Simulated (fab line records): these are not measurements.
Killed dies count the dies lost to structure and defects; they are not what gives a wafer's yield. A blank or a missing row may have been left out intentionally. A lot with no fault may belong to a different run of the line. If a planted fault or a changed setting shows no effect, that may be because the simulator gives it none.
The tool behind it: which one?    flow n5Finfet    10 lots, 26 wafers sampled, at 5 steps of a route of 1938

WHAT THE GAUGES READ, wafer by wafer
N5_BEOL_M4_RC_MEAS_101. Usual: DIBL_N 35.3 mV/V, standard deviation 2.5; DIBL_P 35 mV/V, standard deviation 3.3; IOFF_N 0.15 nA/um, standard deviation 0.049; IOFF_P 0.20 nA/um, standard deviation 0.056; ION_N 673 uA/um, standard deviation 16; ION_P 462 uA/um, standard deviation 10; SS_N 71.2 mV/dec, standard deviation 0.85; SS_P 73.0 mV/dec, standard deviation 0.97; VT_N 252 mV, standard deviation 4.9; VT_P -251 mV, standard deviation 5.
lot   measured      on         DIBL_N (mV/V)   DIBL_P (mV/V)  IOFF_N (nA/um)  IOFF_P (nA/um)  ION_N (uA/um)  ION_P (uA/um)  SS_N (mV/dec)   SS_P (mV/dec)   VT_N (mV)    VT_P (mV)       flag
L258  day 8 12:38   prober-02  34.2 31.6       33 31          0.13 0.10       0.19 0.15       673 662        461 464        70.8 70.7       72.6 71.8       251 255      -249 -252       
L259  day 8 18:04   prober-02  37.3 37.2       39 38          0.19 0.18       0.21 0.20       691 680        466 457        72.6 72.3       73.9 73.5       248 251      -251 -256       
L262  day 9 09:36   prober-02  35.9 34.6       37 35          0.16 0.13       0.24 0.20       684 676        478 471        72.1 71.6       73.5 73.7       250 252      -249 -249       
L264  day 10 03:30  prober-01  33.9 39.9 42.3  34 41 44       0.13 0.23 0.33  0.19 0.32 0.39  668 698 712    462 479 481    70.8 72.1 73.3  72.4 74.7 75.4  252 244 240  -251 -244 -241  
L265  day 10 03:44  prober-02  35.6 35.7 36.1  35 36 36       0.14 0.16 0.15  0.20 0.22 0.21  668 683 683    464 473 470    70.9 71.1 71.6  72.9 72.1 72.9  249 247 252  -250 -251 -248  
L272  day 11 05:06  prober-01  30.9 30.3 31.9  30 31 32       0.10 0.09 0.10  0.16 0.19 0.19  663 652 657    456 472 464    70.4 69.6 70.5  71.9 71.8 71.8  257 254 255  -247 -246 -245  
L275  day 12 23:45  prober-01  32.1 31.2       33 32          0.11 0.11       0.16 0.15       663 668        462 460        70.3 70.5       71.7 71.4       254 255      -254 -253       
L278  day 13 04:11  prober-02  33.8 34.3 33.3  33 34 32       0.11 0.11 0.11  0.15 0.15 0.14  667 678 684    458 467 468    70.2 70.8 69.6  71.5 71.8 71.5  254 258 256  -256 -253 -257  
L280  day 13 09:18  prober-02  30.2 31.0 31.3  29 30 30       0.08 0.09 0.09  0.11 0.11 0.12  665 646 648    457 447 442    70.0 70.0 69.9  72.5 72.4 72.0  259 257 259  -258 -257 -259  
L281  day 14 06:27  prober-02  32.9 37.2 37.3  31 36 35       0.09 0.14 0.14  0.13 0.18 0.17  648 654 656    451 448 445    71.3 71.5 72.3  72.7 73.9 73.9  257 253 256  -261 -254 -256  

N5_BEOL_M5_OCD_MEAS_38. Usual: trenchDepthNm 70.9 nm, standard deviation 1.7.
lot   measured      on      trenchDepthNm (nm)  flag
L258  day 8 16:53   ocd-01  73.4 73.0           
L259  day 8 23:07   ocd-02  70.5 70.5           
L262  day 9 17:08   ocd-02  73.5 69.2           
L264  day 10 08:35  ocd-01  70.0 70.7 71.8      
L265  day 10 09:33  ocd-02  70.0 71.3 74.8      
L272  day 11 12:15  ocd-02  8.7 59.5 68.1       OFF
L275  day 13 08:29  ocd-01  72.8 68.7           
L278  day 13 11:39  ocd-01  72.4 68.9 69.3      
L280  day 13 15:17  ocd-02  68.5 70.6 69.5      
L281  day 14 10:56  ocd-02  73.4 68.2 73.0      

WHAT TOOL EACH LOT RAN ON (gives the tool, then ch and the chambers of the sampled wafers, and finally the start)
lot   N5_BEOL_M5_HM_DEP_02         N5_BEOL_M5_STRIP_64                N5_BEOL_M5_ETCH_68
L258  pvdSputter-02, day 8 14:13   rieDiel-02 ch 0,2, day 8 15:04     rieDiel-02 ch 0, day 8 16:33
L259  pvdSputter-03, day 8 21:00   rieDiel-01 ch 0,3, day 8 21:58     rieDiel-01 ch 0,1, day 8 22:46
L262  pvdSputter-01, day 9 13:34   rieDiel-03 ch 2,3, day 9 14:17     rieDiel-03 ch 1,2, day 9 16:47
L264  pvdSputter-02, day 10 05:10  rieDiel-03 ch 0,2,3, day 10 06:02  rieDiel-01 ch 0,2,3, day 10 08:14
L265  pvdSputter-03, day 10 05:23  rieDiel-01 ch 0,3, day 10 06:19    rieDiel-03 ch 0,1,2, day 10 09:13
L272  pvdSputter-02, day 11 09:11  rieDiel-01 ch 1,2, day 11 10:06    rieDiel-03 ch 2,3, day 11 11:55
L275  pvdSputter-03, day 13 03:44  rieDiel-01 ch 1,3, day 13 04:46    rieDiel-02 ch 0,2, day 13 08:08
L278  pvdSputter-03, day 13 08:05  rieDiel-01 ch 1,2,3, day 13 08:48  rieDiel-02 ch 0,1, day 13 11:19
L280  pvdSputter-03, day 13 11:25  rieDiel-03 ch 0,2,3, day 13 12:16  rieDiel-01 ch 0,2, day 13 14:56
L281  pvdSputter-03, day 14 08:25  rieDiel-03 ch 0,1,3, day 14 09:08  rieDiel-03 ch 1,3, day 14 10:36
- N5_BEOL_M5_HM_DEP_02: deposits TiN, target thk 20 nm.
- N5_BEOL_M5_STRIP_64: strips in CF4.
- N5_BEOL_M5_ETCH_68: etches SOC in N2/H2, target depth 80 nm, overetch 16 nm, time 120 s.

AS READ BY THE TOOLS THEMSELVES (means over the sampled wafers that have a number; for cases with no such wafer, the mark the record gives instead)
N5_BEOL_M5_HM_DEP_02. Usual: throttleValvePct 29.6 %, standard deviation 1.
lot   tool           throttleValvePct (%)  flag
L258  pvdSputter-02  29.7                  
L259  pvdSputter-03  30.2                  
L262  pvdSputter-01  27.8                  
L264  pvdSputter-02  29.6                  
L265  pvdSputter-03  30.3                  
L272  pvdSputter-02  29.6                  
L275  pvdSputter-03  29.2                  
L278  pvdSputter-03  29.3                  
L280  pvdSputter-03  30.0                  
L281  pvdSputter-03  29.5                  

N5_BEOL_M5_STRIP_64. Usual: biasPowerW 74.99 W, standard deviation 0.24; drypumpMotorCurrentA 5.7 A, standard deviation 0.44; oesProductAu 0.75 a.u., standard deviation 0.076; rfVppV 270.8 V, standard deviation 1.4; showerheadPlenumPTorr 1.77 Torr, standard deviation 0.059; throttleValvePct 13.75 %, standard deviation 0.27.
lot   tool        biasPowerW (W)  drypumpMotorCurrentA (A)  oesProductAu (a.u.)  rfVppV (V)  showerheadPlenumPTorr (Torr)  throttleValvePct (%)  flag
L258  rieDiel-02  75.08           5.8                       0.83                 270.8       1.81                          13.40                 
L259  rieDiel-01  75.09           6.2                       0.72                 270.9       1.74                          13.73                 
L262  rieDiel-03  74.92           5.5                       0.86                 270.1       1.75                          13.75                 
L264  rieDiel-03  75.16           5.5                       0.80                 270.8       1.79                          13.87                 
L265  rieDiel-01  74.85           6.1                       0.71                 269.4       1.73                          13.88                 
L272  rieDiel-01  74.77           5.6                       0.73                 270.5       1.76                          13.68                 
L275  rieDiel-01  75.22           5.7                       0.70                 269.6       1.71                          13.96                 
L278  rieDiel-01  75.05           5.8                       0.71                 269.9       1.75                          13.84                 
L280  rieDiel-03  75.05           5.5                       0.77                 271.0       1.79                          13.92                 
L281  rieDiel-03  75.07           5.2                       0.77                 271.1       1.79                          13.88                 

N5_BEOL_M5_ETCH_68. Usual: drypumpMotorCurrentA 5.7 A, standard deviation 0.4; oesProductAu 0.58 a.u., standard deviation 0.055; rfVppV 523.1 V, standard deviation 2.4; showerheadPlenumPTorr 2.51 Torr, standard deviation 0.086; throttleValvePct 17.9 %, standard deviation 0.3.
lot   tool        drypumpMotorCurrentA (A)  oesProductAu (a.u.)  rfVppV (V)  showerheadPlenumPTorr (Torr)  throttleValvePct (%)  flag
L258  rieDiel-02  5.6                       0.72                 525.8       2.62                          17.5                  
L259  rieDiel-01  5.8                       0.57                 522.8       2.48                          17.9                  
L262  rieDiel-03  5.5                       0.62                 521.2       2.50                          18.1                  
L264  rieDiel-01  6.2                       0.56                 523.9       2.52                          17.8                  
L265  rieDiel-03  5.5                       0.60                 523.2       2.55                          18.2                  
L272  rieDiel-03  5.4                       0.62                 521.6       2.44                          18.0                  
L275  rieDiel-02  5.8                       0.61                 524.1       2.56                          17.7                  
L278  rieDiel-02  5.6                       0.61                 522.1       2.48                          17.9                  
L280  rieDiel-01  6.3                       0.54                 524.9       2.54                          17.6                  
L281  rieDiel-03  5.1                       0.65                 522.2       2.47                          18.0                  

THE ANSWER, worked out from the rows above alone
Rule: a lot counts as off when the mean over its wafers that have a number is more than 3 standard deviations away from the usual mean. A lot without any number at a reading at which 4 lots or more have one is off too. The other lots that the step has rows for count as sound. The gauges are gone through in route order, then the tools' own readings, and for those a lot's mean is taken as printed above. The first step at which some lot is off is used, and at that step the reading that is off furthest; a lot without a number counts as furthest.
Off, at N5_BEOL_M5_OCD_MEAS_38 on trenchDepthNm: L272.
If a tool, at a process step before that reading, ran all the lots that are off and no sound lot after the first of them, it fits. The gauges at N5_BEOL_M5_OCD_MEAS_38 are tried like those tools. One candidate fits, namely pvdSputter-02 at N5_BEOL_M5_HM_DEP_02. A fault onset in the window from L264 (day 10 05:10, its last sound lot) to L272 (day 11 09:11, its first lot off) fits.

WHAT THE SIMULATOR HAD INSERTED
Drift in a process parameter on pvdSputter-02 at N5_BEOL_M5_HM_DEP_02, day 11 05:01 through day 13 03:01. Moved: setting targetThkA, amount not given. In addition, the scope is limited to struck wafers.
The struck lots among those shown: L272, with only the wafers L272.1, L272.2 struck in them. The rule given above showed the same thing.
